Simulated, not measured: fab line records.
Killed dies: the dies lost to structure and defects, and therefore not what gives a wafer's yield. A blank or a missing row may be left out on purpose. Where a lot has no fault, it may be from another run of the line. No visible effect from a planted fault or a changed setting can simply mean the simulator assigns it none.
fab line records ; flow n5Finfet
[record] lots = 6; wafers = 18; lastDay = 17
route steps=1938 shown HKMG_FIN@415
lots that met no fault: taken from a fault-free run of the same line
startH: hours from the record's first day to the start of the lot's first wafer shown ; waitH: hours elapsed since this lot's preceding step ; " identical to the entry in the row above ; L1.1+2: one row covering several wafers at once ; - no value, or no start given ; * or withheld: withheld ; < > ~ a bound
route shown NAME@n: names a module that has steps shown in the file, with the first one's number in the route ; usual: mean/standard deviation taken from wafers without a fault ; same: alike in all rows ; chamber/n: place in a boat ; sites: readings site by site ; _std_site: their standard deviation ; _edge_site: inner sites' mean taken away from outer sites' mean ; radiusMm: for every site, how far away it sits from the centre of the wafer ; mask NAME#n: copy n ; behind: the tool/chamber that last shaped the wafer ; hold: what put the lot on hold/how long, in hours/how the hold closed ; device: the n, p or np transistor that did not switch ; end of line: tests run on the same wafers once the route is complete ; a step without rows: its recipe alone ; killed: not the wafer's yield, but the dies lost to structure and defects at the first sort ; map: the dies of a wafer, with x for killed, . for not killed, _ for no die there
set.NAME: the setting as run; set.NAME@STEP: as run at that earlier step ; model.NAME: the simulator's own value behind a step, which no gauge read
lots at selected steps of the route; one table per step, one row per wafer
services: the hour from which a tool's chamber was out of use, counted from the record's first day as startH (under 0 if before that day), plus the number of hours and why
[[steps]]
[step N5_HKMG_FIN_PRECLEAN_64]
[recipe] chemistry = dHF; timeS = 30; tempC = 25; dilution = withheld
[step N5_HKMG_FIN_WET_ETCH_65]
[recipe] chemistry = TMAH; tempC = 70; concWtPct = 5; target = a-Si; stopOn = TiN; timeS = 49; targetDepthNm = 3
[step N5_HKMG_FIN_WET_ETCH_81]
[recipe] chemistry = SC1; target = TiN; stopOn = HfO2; mix = 1:1:5; tempC = 60; timeS = 57; targetDepthNm = 6
[step N5_HKMG_FIN_WET_ETCH_82]
[recipe] chemistry = dHCl; mix = 1:10000; tempC = 25; target = La2O3; stopOn = HfO2; targetDepthNm = 2; dry = ipaMarangoni; rinseTimeS = 30; rinseTempC = 23
[step N5_HKMG_FIN_ALD_36]
[recipe] material = TiN; targetThkA = 10; tempC = 400; aldPrecursorFamily = TiCl4; aldCoReactant = NH3; pulseTimeS = 1; purgeTimeS = 3; coReactantPurgeTimeS = 2; coReactantPulseTimeS = 2; aldCycles = 47; pressureTorr = 3
[usual] heaterPowerW = 956/150; precursorPulseHeightRel = 1.002/0.021
lot.wafer;tool;chamber;startH;waitH;heaterPowerW;precursorPulseHeightRel
L231.1;aldMetal-01;3;116.19;0.1;958;1.008
L231.2;aldMetal-01;0;116.19;0.1;947;1.005
L231.4;aldMetal-01;2;116.19;0.1;1251;1.018
L233.1;aldMetal-02;2;127.78;0.0;962;0.962
L233.3;aldMetal-02;3;127.78;0.0;1000;0.987
L233.4;aldMetal-02;0;127.78;0.0;971;1.015
L238.2;aldMetal-04;3;161.55;0.0;944;0.996
L238.3;aldMetal-04;2;161.55;0.0;753;0.996
L238.6;aldMetal-04;0;161.55;0.0;947;0.972
L239.3;aldMetal-02;2;166.94;0.0;972;1.015
L239.4;aldMetal-02;2;166.94;0.0;975;1.004
L239.5;aldMetal-02;1;166.94;0.0;834;0.998
L240.2;aldMetal-01;3;174.02;0.0;968;0.971
L240.4;aldMetal-01;0;174.02;0.0;929;1.001
L240.5;aldMetal-01;3;174.02;0.0;976;0.996
L245.1;aldMetal-04;2;201.46;0.0;751;1.004
L245.2;aldMetal-04;1;201.46;0.0;868;1.027
L245.4;aldMetal-04;2;201.46;0.0;768;1.001
[step N5_HKMG_FIN_THK_MEAS_70]
[recipe] thkMeasGauge = xrf; reads = HfO2_of_HKMG_FIN_HK_ALD_01
[usual] HK_THK = 1.580/0.018
lot.wafer;tool;chamber;startH;waitH;HK_THK[nm]
L231.1;filmMetro-01;-;116.47;0.2;1.576
L231.2;filmMetro-01;-;116.47;0.2;1.560
L231.4;filmMetro-01;-;116.47;0.2;1.572
L233.1;filmMetro-02;-;128.06;0.2;1.559
L233.3;filmMetro-02;-;128.06;0.2;1.565
L233.4;filmMetro-02;-;128.06;0.2;1.596
L238.2;filmMetro-02;-;161.83;0.2;1.526
L238.3;filmMetro-02;-;161.83;0.2;1.598
L238.6;filmMetro-02;-;161.83;0.2;1.597
L239.3;filmMetro-01;-;167.22;0.2;1.591
L239.4;filmMetro-01;-;167.22;0.2;1.570
L239.5;filmMetro-01;-;167.22;0.2;1.566
L240.2;filmMetro-02;-;174.30;0.2;1.600
L240.4;filmMetro-02;-;174.30;0.2;1.558
L240.5;filmMetro-02;-;174.30;0.2;1.600
L245.1;filmMetro-01;-;201.74;0.2;1.570
L245.2;filmMetro-01;-;201.74;0.2;1.569
L245.4;filmMetro-01;-;201.74;0.2;1.571
[step N5_HKMG_FIN_PWFM_ALD_03]
[recipe] material = TiN; targetThkA = 20; tempC = 400; aldPrecursorFamily = TiCl4; aldCoReactant = NH3; pulseTimeS = 1; purgeTimeS = 3; coReactantPurgeTimeS = 2; coReactantPulseTimeS = 2; aldCycles = 91; pressureTorr = 3
[usual] heaterPowerW = 921/120; precursorPulseHeightRel = 1.000/0.021
lot.wafer;tool;chamber;startH;waitH;heaterPowerW;precursorPulseHeightRel
L231.1;aldMetal-02;2;116.51;0.0;942;0.991
L231.2;aldMetal-02;0;116.51;0.0;969;1.021
L231.4;aldMetal-02;1;116.51;0.0;844;0.987
L233.1;aldMetal-01;0;128.09;0.0;945;1.009
L233.3;aldMetal-01;2;128.09;0.0;1267;0.978
L233.4;aldMetal-01;3;128.09;0.0;940;1.008
L238.2;aldMetal-02;3;161.87;0.0;1028;1.002
L238.3;aldMetal-02;1;161.87;0.0;841;1.023
L238.6;aldMetal-02;0;161.87;0.0;971;1.042
L239.3;aldMetal-04;0;167.26;0.0;927;1.022
L239.4;aldMetal-04;2;167.26;0.0;742;0.987
L239.5;aldMetal-04;1;167.26;0.0;861;1.012
L240.2;aldMetal-02;2;174.33;0.0;953;1.017
L240.4;aldMetal-02;0;174.33;0.0;979;0.989
L240.5;aldMetal-02;2;174.33;0.0;989;1.032
L245.1;aldMetal-04;1;201.77;0.0;851;1.015
L245.2;aldMetal-04;2;201.77;0.0;764;0.994
L245.4;aldMetal-04;1;201.77;0.0;859;1.032
[step N5_HKMG_FIN_COAT_29]
[recipe] resist = SOC; tempC = 250; timeS = 60; spinRpm = 1500; resistThkNm = 300
[step N5_HKMG_FIN_COAT_30]
[recipe] resist = SiARC; tempC = 220; timeS = 60; spinRpm = 1500; resistThkNm = 35
[step N5_HKMG_FIN_COAT_06]
[recipe] resist = CAR-ArF; spinRpm = 1500; resistThkNm = 90
[step N5_HKMG_FIN_EBR_08]
[recipe] solvent = PGMEA; ebrWidthMm = 1.5
[step N5_HKMG_FIN_SOFTBAKE_07]
[recipe] tempC = 110; timeS = 60; resist = CAR-ArF
[step N5_HKMG_FIN_EXPOSE_09]
[recipe] maskId = NWFM; na = 1.35; sourceShape = conventional; sigmaOuter = 0.8; polarization = unpolarized; doseMj = 39.25
[usual] exposureDoseMJCm2 = 39.22/0.035; focusOffsetNm = -0.2/0.51; sigmaOuter = 0.8/0
lot.wafer;tool;chamber;startH;waitH;mask;exposureDoseMJCm2;focusOffsetNm;sigmaOuter
L231.1;arfiScanner-01;0;117.10;-;NWFM#0;39.25;0.5;0.8
L231.2;arfiScanner-01;0;117.10;-;NWFM#0;39.23;0.7;0.8
L231.4;arfiScanner-01;0;117.10;-;NWFM#0;39.23;0.3;0.8
L233.1;arfiScanner-03;0;128.81;-;NWFM#0;39.26;-0.7;0.8
L233.3;arfiScanner-03;0;128.81;-;NWFM#0;39.24;-0.5;0.8
L233.4;arfiScanner-03;0;128.81;-;NWFM#0;39.22;-0.2;0.8
L238.2;arfiScanner-03;-;162.59;-;NWFM#0;-;-;-
L238.3;arfiScanner-03;-;162.59;-;NWFM#0;-;-;-
L238.6;arfiScanner-03;-;162.59;-;NWFM#0;-;-;-
L239.3;arfiScanner-03;-;167.86;-;NWFM#0;-;-;-
L239.4;arfiScanner-03;-;167.86;-;NWFM#0;-;-;-
L239.5;arfiScanner-03;-;167.86;-;NWFM#0;-;-;-
L240.2;arfiScanner-01;0;175.05;-;NWFM#0;39.24;0.8;0.8
L240.4;arfiScanner-01;0;175.05;-;NWFM#0;39.19;0.3;0.8
L240.5;arfiScanner-01;0;175.05;-;NWFM#0;39.21;-0.5;0.8
L245.1;arfiScanner-03;0;202.49;-;NWFM#0;39.20;-1.1;0.8
L245.2;arfiScanner-03;0;202.49;-;NWFM#0;39.23;-0.3;0.8
L245.4;arfiScanner-03;0;202.49;-;NWFM#0;39.20;0.2;0.8
[step N5_HKMG_FIN_PEB_10]
[recipe] pebTempC = withheld; pebTimeS = 60; resist = CAR-ArF
[[services]]
tool;chamber;startH;hours;kind
arfiScanner-01;-;93.51;1.3;pm
arfiScanner-01;-;97.71;1.2;repair
aldMetal-01;-;98.86;1.5;repair
arfiScanner-03;-;98.97;1.3;pm
arfiScanner-03;-;109.23;4.2;repair
aldMetal-04;-;111.78;6.0;pm
arfiScanner-03;-;117.78;3.0;pm
aldMetal-01;-;118.24;1.3;repair
aldMetal-02;-;120.90;2.0;repair
arfiScanner-01;-;136.27;1.0;pm
arfiScanner-01;0;137.56;-;calibration
aldMetal-02;-;139.38;8.7;pm
aldMetal-04;1;150.24;13.8;repair
arfiScanner-03;-;171.05;4.9;pm
aldMetal-04;3;173.96;39.0;repair
aldMetal-02;-;175.93;6.0;pm
arfiScanner-03;-;180.31;1.0;pm
arfiScanner-03;0;184.75;-;calibration
aldMetal-02;1;192.06;3.8;repair
arfiScanner-01;-;202.33;1.0;pm
[[key]]
[firstSign] step = N5_HKMG_FIN_EXPOSE_09; reading = toolRecord; direction = missing
effect none on later readings
metAt N5_HKMG_FIN_EXPOSE_09
struckWafers L238.2,L238.3,L238.6,L239.3,L239.4,L239.5
laterRowsLeftOut L238.2,L238.3,L238.6,L239.3,L239.4,L239.5
sortLeftOut L238.2,L238.3,L238.6,L239.3,L239.4,L239.5
onsetBetween 128.81 162.59
[fault] kind = skippedStepWhole; tool = arfiScanner-03; chamber = -; onsetH = 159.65; steps = N5_HKMG_FIN_EXPOSE_09; scope = struckLotsOnly
// sortLeftOut: the simulated sort isn't trusted on such a fault, so these wafers' sort isn't shown, and their yield isn't known
// laterRowsLeftOut: the simulator's readings of these wafers behind a module that went badly wrong aren't trusted and aren't shown, but for the sort
